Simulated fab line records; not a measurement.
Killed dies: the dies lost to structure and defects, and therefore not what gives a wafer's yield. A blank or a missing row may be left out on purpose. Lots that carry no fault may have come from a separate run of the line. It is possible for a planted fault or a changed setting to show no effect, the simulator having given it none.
Chamber matching    flow nand-harc    NHARC_A_CHANNEL_FILL_D1_ALD_14 on ald-hk-04 has 3 sister chambers
The step deposits SiO2, target thk 2.5 nm, pulse time 10 s, ald cycles 25. 14 wafers are shown with their chamber, then 4 later ones without.

== WAFERS PAIRED WITH THEIR CHAMBERS ==
wafer   chamber  heater-power-outer-w (W)  heater-power-w (W)  precursor-pulse-height-rel
L599.1  2        340                       544                 1.015
L599.3  3        264                       492                 1.005
L599.6  0        214                       403                 0.973
L598.3  0        221                       391                 1.018
L598.4  2        342                       560                 0.927
L598.5  0        220                       387                 1.017
L613.1  0        214                       385                 1.024
L613.3  3        262                       505                 0.996
L613.6  0        214                       402                 1.034
L615.2  0        216                       400                 1.033
L615.3  3        266                       489                 0.994
L615.5  0        221                       388                 0.953
L618.1  3        262                       487                 1.005
L618.2  0        220                       398                 0.997

SIGNATURES (averages over the wafers above)
reading                     chamber 0  chamber 2  chamber 3  scatter within a chamber
heater-power-outer-w        217.50     341.00     263.50     2.84
heater-power-w              394.25     552.00     493.25     7.96
precursor-pulse-height-rel  1.00612    0.97100    1.00000    0.0302
Rule: for a wafer and a chamber, the distance is found by dividing, reading by reading, the gap between the wafer's reading and the chamber's mean by the reading's scatter, squaring, summing and taking the root. If the next closest chamber is less than 2 further off than the closest, the wafer can't be placed; otherwise it belongs to the closest. The scatter: the root of (the sum of the squares of (reading less its chamber's mean) over the shown wafers, divided by (wafers less chambers)).

== WAFERS WHOSE CHAMBER IS MISSING ==
wafer   heater-power-outer-w (W)  heater-power-w (W)  precursor-pulse-height-rel
L619.5  269                       496                 0.989
L619.6  346                       556                 1.007
L620.1  335                       547                 1.015
L620.6  267                       496                 0.962

== EACH ONE'S CHAMBER ==
wafer   from the rows above  in truth
L619.5  3                    3
L619.6  2                    2
L620.1  2                    2
L620.6  3                    3
4 of 4 placed correctly. Left unplaced by these rows: 0. Wrongly placed: 0.
